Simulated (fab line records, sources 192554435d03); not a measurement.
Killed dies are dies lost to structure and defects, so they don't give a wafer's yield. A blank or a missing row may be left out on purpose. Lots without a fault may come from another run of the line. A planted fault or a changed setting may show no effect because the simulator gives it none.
fab line records | flow n5_finfet
record lots=24 wafers=72 last_day=19
route steps=1938 shown ZERO_LAYER@13 WELL_APT@30 PMOS_HMC_CHANNEL_EPI@73 FIN_SAQP@125
lots that met no fault: from a run of the same line without faults
start_h: hours from the record's first day to the start of the lot's first wafer shown | wait_h: hours since the lot's step before | " the same as in the row above | L1.1+2: a row that stands for several wafers | - no value, or no start given | * or withheld: withheld | < > ~ a bound
route shown NAME@n: a module of which the file shows steps, and the number in the route of the first | usual: mean/standard deviation of fault-free wafers | same: alike in all rows | chamber/n: place in a boat | sites: the reading at each site | _std_site: their standard deviation | _edge_site: outer sites' mean less inner sites' | radius_mm: how far each site lies from the wafer's centre | mask NAME#n: copy n | behind: the tool/chamber that last shaped the wafer | hold: why the lot was held/for how many hours/how that ended | device: the transistor (n, p or np) that didn't switch | end of line: the same wafers' tests at the end of the route | a step without rows: its recipe alone | killed: dies lost to structure and defects at the first sort, not the wafer's yield | map: a wafer's dies, x killed, . not, _ none there
set.NAME: the setting as run; set.NAME@STEP: as run at that earlier step | model.NAME: the simulator's own value behind a step, which no gauge read
steps of the route over a sample of lots; a table a step, a row a wafer
services: from which hour (start_h, from the record's first day; less than 0 if before it) a tool's chamber was out of use, for how many hours, and why
## steps
# step N5_ZERO_LAYER_CD_MEAS_11
# recipe target_cd_nm=2000 landing_energy_ev=500 detector=se_inlens
# usual cd_nm=2000.0/2.4
# columns lot.wafer tool chamber start_h wait_h cd_nm
L074.2 cd_sem-01 0 12.64 - 1997.6
L074.3 " 0 " " 1997.4
L074.6 " 0 " " 1994.6
L075.1 cd_sem-02 0 18.64 - 2002.9
L075.2 " 0 " " 2001.9
L075.5 " 0 " " 2002.2
L076.2 cd_sem-02 0 24.81 - 2001.9
L076.5 " 0 " " 1999.1
L076.6 " 0 " " 2001.9
L077.1 cd_sem-03 0 30.68 - 1998.8
L077.5 " 0 " " 2000.5
L077.6 " 0 " " 2002.3
L078.1 cd_sem-01 0 36.66 - 2002.7
L078.3 " 0 " " 2003.4
L078.6 " 0 " " 2000.2
L079.3 cd_sem-01 0 42.65 - 2000.0
L079.4 " 0 " " 2003.0
L079.6 " 0 " " 2000.8
L080.3 cd_sem-01 0 48.79 - 2001.3
L080.4 " 0 " " 1998.9
L080.5 " 0 " " 1998.2
L081.2 cd_sem-01 0 54.77 - 2003.4
L081.4 " 0 " " 2001.1
L081.5 " 0 " " 2001.9
L082.1 cd_sem-01 0 60.77 - 1999.4
L082.2 " 0 " " 1999.0
L082.5 " 0 " " 1996.1
L083.3 cd_sem-02 0 66.77 - 2003.3
L083.5 " 0 " " 2000.3
L083.6 " 0 " " 2003.3
L084.2 cd_sem-01 0 72.66 - 2001.3
L084.4 " 0 " " 1999.9
L084.6 " 0 " " 1998.1
L085.3 cd_sem-01 0 78.64 - 1996.3
L085.4 " 0 " " 1996.6
L085.5 " 0 " " 1997.1
L086.3 cd_sem-02 0 84.77 - 1996.9
L086.4 " 0 " " 1996.1
L086.6 " 0 " " 1997.4
L087.1 cd_sem-01 0 90.64 - 1997.3
L087.2 " 0 " " 1998.3
L087.3 " 0 " " 1994.3
L088.1 cd_sem-02 0 96.64 - 1999.8
L088.4 " 0 " " 2005.0
L088.6 " 0 " " 2001.9
L089.1 cd_sem-02 0 102.77 - 2000.9
L089.2 " 0 " " 2001.6
L089.3 " 0 " " 2003.6
L090.3 cd_sem-03 0 108.77 - 1998.2
L090.4 " 0 " " 1999.7
L090.6 " 0 " " 2000.0
L091.2 cd_sem-03 0 114.77 - 2002.6
L091.4 " 0 " " 2000.3
L091.6 " 0 " " 2000.6
L092.4 cd_sem-02 0 120.77 - 1997.9
L092.5 " 0 " " 2000.4
L092.6 " 0 " " 1997.9
L093.1 cd_sem-02 0 126.64 - 2001.6
L093.5 " 0 " " 2000.1
L093.6 " 0 " " 2002.7
L094.2 cd_sem-01 0 132.65 - 2000.3
L094.3 " 0 " " 2002.8
L094.6 " 0 " " 2001.5
L095.2 cd_sem-02 0 138.64 - 1999.6
L095.3 " 0 " " 2001.5
L095.4 " 0 " " 1999.3
L096.1 cd_sem-01 0 144.64 - 2000.6
L096.3 " 0 " " 1998.0
L096.5 " 0 " " 2000.7
L097.1 cd_sem-01 0 150.77 - 2000.5
L097.2 " 0 " " 2002.3
L097.3 " 0 " " 2004.4
# step N5_ZERO_LAYER_DESCUM_16
# recipe chemistry=O2 time_s=7.9 source_power_w=50 bias_power_w=20 pressure_mtorr=20 rf_frequency_hz=2.712e+07 temp_c=40 o2_flow_sccm=225
# usual drypump_motor_current_A=5.9/0.52 oes_product_au=0.78/0.095 rf_vpp_V=243.5/1.2 showerhead_plenum_p_Torr=2.11/0.06 throttle_valve_pct=20.34/0.26
# columns lot.wafer tool chamber start_h wait_h drypump_motor_current_A oes_product_au rf_hours_counter_h rf_vpp_V showerhead_plenum_p_Torr throttle_valve_pct
L074.2 rie_diel-03 0 12.68 0.0 4.9 0.83 86 243.5 2.12 20.08
L074.3 " 1 " " 6.1 0.77 123 245.7 2.18 20.72
L074.6 " 2 " " 5.8 0.79 - 242.7 2.12 20.17
L075.1 rie_diel-03 1 19.10 0.5 6.1 0.77 125 244.9 2.17 20.73
L075.2 " 2 " " 5.8 0.80 96 243.2 2.12 20.18
L075.5 " 0 " " 4.9 0.84 - 243.5 2.12 20.08
L076.2 rie_diel-03 0 24.85 0.0 4.9 0.84 91 243.1 2.12 20.09
L076.5 " 1 " " 6.0 0.77 - 245.7 2.17 20.74
L076.6 " 0 " " 4.9 0.82 - 244.7 2.11 20.08
L077.1 rie_diel-01 3 31.03 0.3 5.4 0.71 205 242.0 2.09 20.44
L077.5 " 2 " " 5.7 0.66 - 244.4 2.14 20.55
L077.6 " 3 " " 5.4 0.72 - 243.3 2.09 20.47
L078.1 rie_diel-03 0 36.97 0.3 4.9 0.83 94 241.5 2.11 20.09
L078.3 " 2 " " 5.8 0.78 102 241.9 2.11 20.18
L078.6 " 2 " " 5.8 0.78 - 243.7 2.11 20.17
L079.3 rie_diel-03 1 42.73 0.1 6.0 0.76 132 244.3 2.17 20.75
L079.4 " 3 " " 6.6 0.68 231 244.2 2.15 20.37
L079.6 " 1 " " 6.1 0.76 - 245.7 2.17 20.75
L080.3 rie_diel-03 0 48.83 0.0 4.9 0.82 97 242.7 2.11 20.10
L080.4 " 3 " " 6.6 0.68 232 244.0 2.15 20.37
L080.5 " 2 " " 5.8 0.78 - 243.3 2.11 20.18
L081.2 rie_diel-01 3 54.80 0.0 5.4 0.71 213 242.3 2.08 20.46
L081.4 " 0 " " 6.4 0.88 - 244.6 2.11 20.00
L081.5 " 3 " " 5.4 0.70 - 242.8 2.08 20.47
L082.1 rie_diel-02 3 61.09 0.3 6.2 0.71 180 242.3 2.00 20.51
L082.2 " 0 " " 5.6 0.69 236 243.3 2.06 20.46
L082.5 " 3 " " 6.2 0.71 - 241.0 2.00 20.50
L083.3 rie_diel-01 2 66.81 0.0 5.7 0.99 0 245.3 2.14 20.17
L083.5 " 0 " " 6.5 0.87 - 243.8 2.11 20.02
L083.6 " 3 " " 5.4 0.71 - 242.8 2.08 20.47
L084.2 rie_diel-02 3 72.70 0.0 6.2 0.71 184 241.4 2.00 20.52
L084.4 " 1 " " 5.2 0.74 180 242.4 1.99 20.72
L084.6 " 3 " " 6.2 0.71 - 241.5 2.00 20.52
L085.3 rie_diel-01 3 78.68 0.0 5.4 0.70 221 242.5 2.08 20.46
L085.4 " 0 " " 6.5 0.87 - 241.8 2.11 20.02
L085.5 " 3 " " 5.4 0.69 - 242.9 2.08 20.46
L086.3 rie_diel-01 0 84.80 0.0 6.4 0.86 70 243.7 2.11 20.03
L086.4 " 0 " " 6.4 0.86 - 245.2 2.11 20.01
L086.6 " 3 " " 5.3 0.70 - 242.1 2.08 20.48
L087.1 rie_diel-03 3 90.68 0.0 6.6 0.68 245 244.3 2.14 20.38
L087.2 " 1 " " 6.1 0.75 144 245.0 2.17 20.78
L087.3 " 0 " " 4.9 0.80 109 243.4 2.11 20.10
L088.1 rie_diel-02 1 96.68 0.0 5.2 0.72 189 243.2 1.99 20.73
L088.4 " 0 " " 5.6 0.69 248 242.4 2.05 20.49
L088.6 " 0 " " 5.6 0.68 - 243.8 2.05 20.49
L089.1 rie_diel-03 3 102.97 0.2 6.6 0.67 248 243.0 2.14 20.38
L089.2 " 0 " " 4.9 0.80 112 244.5 2.11 20.11
L089.3 " 2 " " 5.8 0.77 120 243.1 2.11 20.20
L090.3 rie_diel-01 3 108.81 0.0 5.4 0.69 233 243.1 2.08 20.49
L090.4 " 2 " " 5.7 0.91 16 244.1 2.13 20.20
L090.6 " 1 " " 5.7 0.95 - 245.9 2.24 19.92
L091.2 rie_diel-01 2 114.80 0.0 5.8 0.91 18 244.6 2.13 20.20
L091.4 " 3 " " 5.4 0.70 235 242.9 2.08 20.50
L091.6 " 3 " " 5.4 0.69 - 243.3 2.08 20.50
L092.4 rie_diel-02 2 120.82 0.1 6.4 0.67 - 241.5 2.05 20.68
L092.5 " 1 " " 5.2 0.71 - 240.7 1.99 20.74
L092.6 " 3 " " 6.2 0.69 - 242.1 1.99 20.55
L093.1 rie_diel-01 1 126.68 0.0 5.7 0.95 15 245.3 2.24 19.94
L093.5 " 3 " " 5.4 0.69 - 243.0 2.08 20.51
L093.6 " 0 " " 6.5 0.84 - 243.5 2.10 20.04
L094.2 rie_diel-03 2 132.68 0.0 5.8 0.76 130 242.4 2.10 20.23
L094.3 " 1 " " 6.0 0.75 157 245.3 2.16 20.79
L094.6 " 2 " " 5.8 0.76 - 243.2 2.10 20.23
L095.2 rie_diel-03 3 138.68 0.0 6.6 0.96 6 243.4 2.14 20.14
L095.3 " 2 " " 5.8 0.76 132 243.7 2.10 20.22
L095.4 " 1 " " 6.0 0.74 159 245.9 2.16 20.78
L096.1 rie_diel-01 1 144.68 0.0 5.7 0.92 22 245.6 2.24 19.93
L096.3 " 0 " " 6.4 0.84 91 243.0 2.10 20.05
L096.5 " 1 " " 5.8 0.92 - 244.8 2.24 19.93
L097.1 rie_diel-02 2 150.80 0.0 6.4 0.67 249 242.1 2.04 20.68
L097.2 " 3 " " 6.2 0.69 211 241.0 1.99 20.54
L097.3 " 0 " " 5.6 0.97 7 243.7 2.05 20.18
# step N5_WELL_APT_INSPECT_10
# recipe mode=adi inspect_instrument=macro
# usual raw_defect_count=2.1/1.5
# columns lot.wafer tool chamber start_h wait_h raw_defect_count
L074.2 defect_inspect-02 - 13.73 0.0 2
L074.3 " - " " 1
L074.6 " - " " 1
L075.1 defect_inspect-01 - 20.03 0.0 0
L075.2 " - " " 2
L075.5 " - " " 3
L076.2 defect_inspect-02 - 25.80 0.0 2
L076.5 " - " " 3
L076.6 " - " " 1
L077.1 defect_inspect-01 - 31.97 0.0 2
L077.5 " - " " 1
L077.6 " - " " 3
L078.1 defect_inspect-02 - 38.03 0.0 4
L078.3 " - " " 2
L078.6 " - " " 0
L079.3 defect_inspect-01 - 43.79 0.0 7
L079.4 " - " " 3
L079.6 " - " " 0
L080.3 defect_inspect-01 - 49.89 0.0 1
L080.4 " - " " 1
L080.5 " - " " 6
L081.2 defect_inspect-02 - 55.75 0.0 0
L081.4 " - " " 6
L081.5 " - " " 2
L082.1 defect_inspect-02 - 62.06 0.0 4
L082.2 " - " " 4
L082.5 " - " " 4
L083.3 defect_inspect-02 - 67.74 0.0 2
L083.5 " - " " 1
L083.6 " - " " 0
L084.2 defect_inspect-01 - 73.63 0.0 2
L084.4 " - " " 5
L084.6 " - " " 3
L085.3 defect_inspect-01 - 79.83 0.0 2
L085.4 " - " " 2
L085.5 " - " " 3
L086.3 defect_inspect-01 - 85.74 0.0 1
L086.4 " - " " 2
L086.6 " - " " 3
L087.1 defect_inspect-01 - 91.64 0.0 4
L087.2 " - " " 1
L087.3 " - " " 3
L088.1 defect_inspect-01 - 97.73 0.0 2
L088.4 " - " " 0
L088.6 " - " " 4
L089.1 defect_inspect-01 - 104.06 0.0 5
L089.2 " - " " 1
L089.3 " - " " 4
L090.3 defect_inspect-02 - 109.75 0.0 5
L090.4 " - " " 1
L090.6 " - " " 1
L091.2 defect_inspect-02 - 115.88 0.0 4
L091.4 " - " " 0
L091.6 " - " " 2
L092.4 defect_inspect-02 - 121.74 0.0 1
L092.5 " - " " 1
L092.6 " - " " 1
L093.1 defect_inspect-01 - 127.61 0.0 2
L093.5 " - " " 4
L093.6 " - " " 2
L094.2 defect_inspect-01 - 133.62 0.0 3
L094.3 " - " " 2
L094.6 " - " " 0
L095.2 defect_inspect-01 - 139.61 0.0 4
L095.3 " - " " 1
L095.4 " - " " 3
L096.1 defect_inspect-02 - 145.74 0.0 3
L096.3 " - " " 1
L096.5 " - " " 4
L097.1 defect_inspect-01 - 151.76 0.0 1
L097.2 " - " " 1
L097.3 " - " " 3
# step N5_WELL_APT_INSPECT_27
# recipe mode=adi inspect_instrument=macro
# usual raw_defect_count=2.2/1.5
# columns lot.wafer tool chamber start_h wait_h raw_defect_count
L074.2 defect_inspect-02 - 15.13 0.0 3
L074.3 " - " " 2
L074.6 " - " " 2
L075.1 defect_inspect-01 - 21.27 0.0 4
L075.2 " - " " 0
L075.5 " - " " 1
L076.2 defect_inspect-02 - 26.92 0.0 2
L076.5 " - " " 3
L076.6 " - " " 1
L077.1 defect_inspect-01 - 33.21 0.0 1
L077.5 " - " " 3
L077.6 " - " " 1
L078.1 defect_inspect-02 - 39.33 0.0 2
L078.3 " - " " 3
L078.6 " - " " 8
L079.3 defect_inspect-01 - 44.91 0.0 4
L079.4 " - " " 1
L079.6 " - " " 2
L080.3 defect_inspect-02 - 51.01 0.0 0
L080.4 " - " " 4
L080.5 " - " " 3
L081.2 defect_inspect-02 - 57.16 0.0 2
L081.4 " - " " 5
L081.5 " - " " 5
L082.1 defect_inspect-02 - 63.33 0.0 5
L082.2 " - " " 3
L082.5 " - " " 3
L083.3 defect_inspect-02 - 68.96 0.0 3
L083.5 " - " " 3
L083.6 " - " " 3
L084.2 defect_inspect-02 - 74.75 0.0 5
L084.4 " - " " 1
L084.6 " - " " 4
L085.3 defect_inspect-02 - 81.10 0.0 0
L085.4 " - " " 3
L085.5 " - " " 1
L086.3 defect_inspect-01 - 87.19 0.0 3
L086.4 " - " " 1
L086.6 " - " " 1
L087.1 defect_inspect-02 - 92.90 0.0 2
L087.2 " - " " 2
L087.3 " - " " 0
L088.1 defect_inspect-01 - 98.86 0.0 0
L088.4 " - " " 0
L088.6 " - " " 2
L089.1 defect_inspect-01 - 105.21 0.0 3
L089.2 " - " " 1
L089.3 " - " " 4
L090.3 defect_inspect-02 - 111.00 0.0 1
L090.4 " - " " 2
L090.6 " - " " 3
L091.2 defect_inspect-01 - 117.43 0.0 3
L091.4 " - " " 2
L091.6 " - " " 2
L092.4 defect_inspect-01 - 122.98 0.0 3
L092.5 " - " " 0
L092.6 " - " " 1
L093.1 defect_inspect-02 - 128.73 0.0 1
L093.5 " - " " 3
L093.6 " - " " 2
L094.2 defect_inspect-02 - 134.74 0.0 2
L094.3 " - " " 2
L094.6 " - " " 2
L095.2 defect_inspect-01 - 140.78 0.0 0
L095.3 " - " " 3
L095.4 " - " " 3
L096.1 defect_inspect-02 - 147.00 0.0 2
L096.3 " - " " 4
L096.5 " - " " 3
L097.1 defect_inspect-01 - 154.24 0.0 1
L097.2 " - " " 4
L097.3 " - " " 3
# step N5_PMOS_HMC_CHANNEL_EPI_ETCH_38
# recipe chemistry=CF4 target=SiO2 target_depth_a=15 ion_energy_ev=350 pressure_mtorr=10 icp_w=800 bias_w=400 cf4_flow_sccm=80
# usual cf4_flow_sccm=79.99/0.25 drypump_motor_current_A=5.8/0.49 oes_product_au=0.997/0.019 throttle_valve_pct=21.75/0.25
# columns lot.wafer tool chamber start_h wait_h cf4_flow_sccm drypump_motor_current_A oes_product_au rf_hours_counter_h throttle_valve_pct
L074.2 rie_si-03 3 18.29 0.0 80.09 6.3 0.974 79 21.98
L074.3 " 0 " " 79.86 6.4 1.004 188 22.03
L074.6 " 0 " " 79.95 6.4 1.007 - 22.05
L075.1 rie_si-02 3 24.42 0.0 80.07 5.8 1.010 147 21.82
L075.2 " 2 " " 79.90 6.5 0.964 21 21.61
L075.5 " 1 " " 80.21 5.1 0.999 - 22.21
L076.2 rie_si-02 3 30.10 0.0 80.18 5.9 1.017 147 21.82
L076.5 " 3 " " 80.37 5.9 1.004 - 21.82
L076.6 " 0 " " 80.47 5.7 0.998 - 21.55
L077.1 rie_si-02 1 36.48 0.0 79.88 5.1 1.008 92 22.21
L077.5 " 0 " " 79.75 5.7 0.989 - 21.54
L077.6 " 1 " " 80.16 5.1 1.003 - 22.23
L078.1 rie_si-06 2 42.17 0.0 79.91 5.5 1.042 53 21.45
L078.3 " 3 " " 79.98 5.2 0.974 74 21.82
L078.6 " 3 " " 79.98 5.2 0.985 - 21.81
L079.3 rie_si-06 0 48.81 0.0 79.89 5.5 0.975 76 21.42
L079.4 " 3 " " 80.18 5.2 0.985 - 21.81
L079.6 " 2 " " 80.20 5.4 1.046 - 21.46
L080.3 rie_si-03 0 54.11 0.0 80.19 6.5 1.005 188 22.07
L080.4 " 2 " " 80.10 6.1 0.977 12 21.75
L080.5 " 1 " " 79.83 5.2 1.007 - 21.48
L081.2 rie_si-03 1 60.06 0.0 80.03 5.2 1.003 69 21.49
L081.4 " 3 " " 79.84 6.3 0.983 80 21.97
L081.5 " 0 " " 79.95 6.4 1.003 - 22.05
L082.1 rie_si-06 0 66.03 0.0 79.99 5.5 0.975 76 21.41
L082.2 " 1 " " 79.89 5.5 1.010 70 22.05
L082.5 " 3 " " 80.03 5.2 0.991 - 21.81
L083.3 rie_si-02 2 71.83 0.0 80.58 6.5 0.979 22 21.61
L083.5 " 0 " " 79.85 5.7 0.998 - 21.54
L083.6 " 1 " " 79.94 5.1 0.998 - 22.21
L084.2 rie_si-03 3 77.44 0.0 79.65 6.3 0.980 80 21.96
L084.4 " 2 " " 80.11 6.1 0.974 12 21.75
L084.6 " 1 " " 79.90 5.2 1.007 - 21.48
L085.3 rie_si-06 0 83.61 0.0 80.01 5.5 0.970 77 21.40
L085.4 " 2 " " 79.71 5.6 1.036 54 21.43
L085.5 " 0 " " 79.94 5.5 0.955 - 21.40
L086.3 rie_si-03 3 89.73 0.0 79.99 6.3 0.978 81 21.97
L086.4 " 0 " " 80.27 6.4 1.005 189 22.06
L086.6 " 2 " " 79.61 6.1 0.985 - 21.75
L087.1 rie_si-03 3 95.56 0.0 79.90 6.3 0.983 81 21.98
L087.2 " 1 " " 79.80 5.2 1.008 70 21.50
L087.3 " 0 " " 80.25 6.4 0.999 189 22.05
L088.1 rie_si-02 3 101.54 0.0 79.73 5.8 1.016 149 21.81
L088.4 " 1 " " 79.98 5.1 1.005 93 22.23
L088.6 " 0 " " 79.60 5.7 0.985 - 21.53
L089.1 rie_si-02 3 108.37 0.0 80.14 5.8 1.005 149 21.81
L089.2 " 0 " " 80.26 5.7 0.973 74 21.54
L089.3 " 1 " " 80.07 5.1 0.981 93 22.22
L090.3 rie_si-02 1 114.04 0.0 79.93 5.1 1.009 93 22.19
L090.4 " 2 " " 79.46 6.5 0.977 23 21.61
L090.6 " 2 " " 79.57 6.5 0.972 - 21.60
L091.2 rie_si-02 0 120.63 0.0 79.60 5.7 0.995 74 21.53
L091.4 " 2 " " 80.04 6.6 0.970 23 21.62
L091.6 " 0 " " 79.69 5.7 0.992 - 21.55
L092.4 rie_si-02 1 126.06 0.0 80.16 5.1 1.001 93 22.20
L092.5 " 3 " " 79.70 5.9 1.017 - 21.82
L092.6 " 2 " " 79.88 6.5 0.974 - 21.61
L093.1 rie_si-03 0 131.85 0.0 79.55 6.4 1.011 190 22.06
L093.5 " 1 " " 79.73 5.1 1.009 - 21.49
L093.6 " 0 " " 79.58 6.4 1.014 - 22.05
L094.2 rie_si-02 2 137.39 0.0 79.66 6.5 0.972 23 21.60
L094.3 " 3 " " 80.10 5.8 1.006 149 21.81
L094.6 " 3 " " 79.91 5.9 1.016 - 21.82
L095.2 rie_si-03 1 143.52 0.0 79.90 5.2 1.011 71 21.50
L095.3 " 2 " " 80.15 6.1 0.984 13 21.76
L095.4 " 3 " " 79.72 6.3 0.985 82 21.96
L096.1 rie_si-06 0 150.38 0.0 80.03 5.6 0.982 78 21.41
L096.3 " 1 " " 79.78 5.4 1.010 72 22.05
L096.5 " 0 " " 80.21 5.6 0.982 - 21.42
L097.1 rie_si-03 2 157.76 0.0 80.46 6.1 0.998 14 21.77
L097.2 " 0 " " 80.11 6.4 1.004 190 22.05
L097.3 " 1 " " 80.21 5.1 1.011 71 21.47
# step N5_FIN_SAQP_SPACER1_ALD_24
# recipe material=SiO2 target_thk_a=203 temp_c=300 ald_precursor_family=BDEAS ald_co_reactant=O2-plasma pulse_time_s=1 purge_time_s=2 co_reactant_purge_time_s=2 ald_cycles=218 pressure_torr=2
# usual heater_power_outer_w=262/30 heater_power_w=466/51 precursor_pulse_height_rel=1.001/0.019
# same co_reactant_purge_time_s=2
# columns lot.wafer tool chamber start_h wait_h heater_power_outer_w heater_power_w precursor_pulse_height_rel
L074.2 ald_sin-01 0 24.04 0.4 237 465 0.975
L074.3 " 3 " " 243 462 0.951
L074.6 " 0 " " 243 470 1.009
L075.1 ald_sin-03 3 30.20 0.3 276 479 0.979
L075.2 " 2 " " 258 440 0.988
L075.5 " 1 " " 259 440 0.993
L076.2 ald_sin-04 0 35.62 0.3 208 407 0.963
L076.5 " 3 " " 240 442 0.984
L076.6 " 2 " " 316 590 1.027
L077.1 ald_sin-03 2 41.63 0.5 258 430 1.016
L077.5 " 1 " " 270 451 1.006
L077.6 " 2 " " 261 446 1.010
L078.1 ald_sin-03 1 47.61 0.3 267 435 1.018
L078.3 " 3 " " 279 468 0.977
L078.6 " 0 " " 235 436 0.975
L079.3 ald_sin-03 2 54.93 0.1 251 437 1.015
L079.4 " 0 " " 240 436 0.974
L079.6 " 3 " " 283 472 1.035
L080.3 ald_sin-04 3 59.13 0.1 243 446 1.022
L080.4 " 2 " " 323 593 1.016
L080.5 " 3 " " 247 451 0.990
L081.2 ald_sin-04 3 65.42 0.3 243 434 1.008
L081.4 " 1 " " 286 474 1.021
L081.5 " 0 " " 211 409 1.013
L082.1 ald_sin-04 1 71.03 0.3 278 479 0.986
L082.2 " 0 " " 210 403 1.025
L082.5 " 3 " " 248 450 1.008
L083.3 ald_sin-03 1 77.17 0.1 262 429 1.005
L083.5 " 3 " " 275 492 0.991
L083.6 " 2 " " 264 443 1.021
L084.2 ald_sin-03 2 82.56 0.3 256 424 1.008
L084.4 " 1 " " 268 426 1.031
L084.6 " 2 " " 251 434 1.012
L085.3 ald_sin-04 3 89.15 0.8 252 454 0.987
L085.4 " 2 " " 319 599 1.024
L085.5 " 0 " " 214 404 1.023
L086.3 ald_sin-03 2 95.23 1.0 253 431 0.984
L086.4 " 3 " " 278 468 1.023
L086.6 " 2 " " 253 456 1.013
L087.1 ald_sin-04 3 100.88 0.7 241 439 1.004
L087.2 " 2 " " 318 582 1.030
L087.3 " 0 " " 218 417 0.977
L088.1 ald_sin-04 0 107.66 0.8 206 410 1.005
L088.4 " 3 " " 252 458 0.996
L088.6 " 2 " " 311 581 1.009
L089.1 ald_sin-04 1 113.17 0.3 279 478 0.980
L089.2 " 0 " " 217 402 1.005
L089.3 " 3 " " 242 459 1.029
L090.3 ald_sin-01 1 120.26 0.3 291 466 1.029
L090.4 " 2 " " 296 470 0.991
L090.6 " 3 " " 242 459 1.022
L091.2 ald_sin-04 3 126.58 0.3 242 441 0.987
L091.4 " 1 " " 279 480 1.006
L091.6 " 0 " " 212 419 1.000
L092.4 ald_sin-03 2 131.53 0.2 262 436 0.999
L092.5 " 0 " " 238 436 0.965
L092.6 " 3 " " 277 480 1.032
L093.1 ald_sin-01 0 138.11 0.3 251 473 0.977
L093.5 " 3 " " 248 461 0.998
L093.6 " 0 " " 249 486 0.992
L094.2 ald_sin-03 0 142.60 0.3 226 441 0.975
L094.3 " 2 " " 260 437 1.018
L094.6 " 1 " " 258 447 1.000
L095.2 ald_sin-04 3 148.92 0.3 246 454 1.007
L095.3 " 1 " " 284 482 1.001
L095.4 " 2 " " 322 604 1.044
L096.1 ald_sin-03 3 155.74 0.3 276 474 0.997
L096.3 " 1 " " 270 442 0.991
L096.5 " 0 " " 239 436 1.011
L097.1 ald_sin-01 1 163.78 1.2 291 486 1.000
L097.2 " 3 " " 247 454 0.988
L097.3 " 0 " " 251 483 1.014
## services
# columns tool chamber start_h hours kind
ald_sin-03 - -4.89 14.0 pm
ald_sin-03 0 -4.89 14.0 vent_cycle
ald_sin-03 1 -4.89 14.0 vent_cycle
ald_sin-03 2 -4.89 14.0 vent_cycle
ald_sin-03 3 -4.89 14.0 vent_cycle
rie_si-03 2 1.87 8.5 repair
ald_sin-01 - 6.64 1.5 repair
ald_sin-03 0 9.11 - clean
ald_sin-03 1 9.11 - clean
ald_sin-03 2 9.11 - clean
ald_sin-04 0 10.50 18.4 repair
rie_diel-01 0 13.24 2.6 repair
rie_diel-02 - 28.76 0.9 repair
ald_sin-03 2 44.52 3.6 repair
rie_si-06 1 45.35 4.5 repair
rie_diel-03 1 55.48 3.0 repair
rie_diel-01 1 74.60 31.8 repair
rie_si-03 - 79.35 2.8 pm
ald_sin-03 0 108.21 10.9 repair
ald_sin-04 - 111.52 0.6 repair
ald_sin-04 1 117.69 4.4 repair
rie_si-06 3 148.72 5.3 repair
ald_sin-01 2 154.61 3.5 repair
ald_sin-03 3 157.48 4.7 repair
## key
fault none
